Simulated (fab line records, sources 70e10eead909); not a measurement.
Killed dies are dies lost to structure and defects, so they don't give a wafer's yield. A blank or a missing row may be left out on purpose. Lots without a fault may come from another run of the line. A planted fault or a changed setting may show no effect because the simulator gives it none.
One fault seen from 2 desks | flow nand_harc | each desk has only its own numbers; what lay behind them comes last

THE TOOL OWNER'S DESK: arfi_scanner-03
The tool's own readings at NHARC_P_M2_EXPOSE_06 (exposes mask P M2, target cd 170 nm): means of the sampled wafers that have a number, for each lot that ran on this tool. A lot is out of limits, marked OUT, if its mean lies more than 4 standard deviations from the usual mean; the brackets give that distance.
Columns: A = exposure_dose_mJ_cm2 at NHARC_P_M2_EXPOSE_06, usual 80.68; B = reticle_temp_C at NHARC_P_M2_EXPOSE_06, usual 23.00 C
lot  | first seen here | A               | B
L680 | day 6 09:25     | 80.73           | 22.99
L681 | day 7 00:26     | 80.59           | 22.93
L686 | day 9 01:09     | 84.93 (+43) OUT | 22.97
L687 | day 9 13:15     | 83.99 (+34) OUT | 22.95
L688 | day 10 02:02    | 83.38 (+28) OUT | 23.13
L689 | day 10 09:18    | 82.75 (+21) OUT | 22.99
This desk's finding: out of limits on L686, L687, L688, L689; first on L686, day 9 01:09 (exposure_dose_mJ_cm2 at NHARC_P_M2_EXPOSE_06). In limits: L680, L681.

THE METROLOGY DESK
What the gauges read, lot by lot, whatever tool the lot ran on: means of the sampled wafers that have a number. A lot is out of limits, marked OUT, if its mean lies more than 4 standard deviations from the usual mean; the brackets give that distance.
Columns: A = thk_nm at NHARC_P_M1_THK_MEAS_24, usual 157.6 nm
lot  | first seen here | A
L680 | day 6 08:01     | 158.9
L681 | day 6 23:08     | 157.0
L686 | day 8 23:45     | 156.8
L687 | day 9 11:56     | 158.0
L688 | day 10 00:44    | 156.8
L689 | day 10 08:01    | 157.8
L693 | day 11 18:20    | 155.6
L695 | day 12 21:14    | 159.1
L698 | day 13 22:46    | 158.1
L700 | day 14 13:08    | 157.8
L701 | day 14 23:35    | 157.7
L702 | day 15 08:31    | 159.0
This desk's finding: nothing out of limits on any of the 12 lots.

PUT TOGETHER
The tool owner's desk could have raised an alarm at day 9 01:09, on L686, L687, L688, L689.
The metrology desk saw nothing out of limits.
The metrology desk has L686, L687, L688, L689 on record, within its limits.
Of the lots named, all ran NHARC_P_M2_EXPOSE_06 on arfi_scanner-03.

WHAT THE SIMULATOR HAD PUT IN
Process parameter drift: arfi_scanner-03, from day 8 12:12 on, at NHARC_P_M2_EXPOSE_06. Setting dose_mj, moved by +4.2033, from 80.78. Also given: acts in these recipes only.
Lots struck among those shown: L686, L687, L688, L689.
Hours from the fault's start to each desk's first reading out of limits: the tool owner's desk, 13.
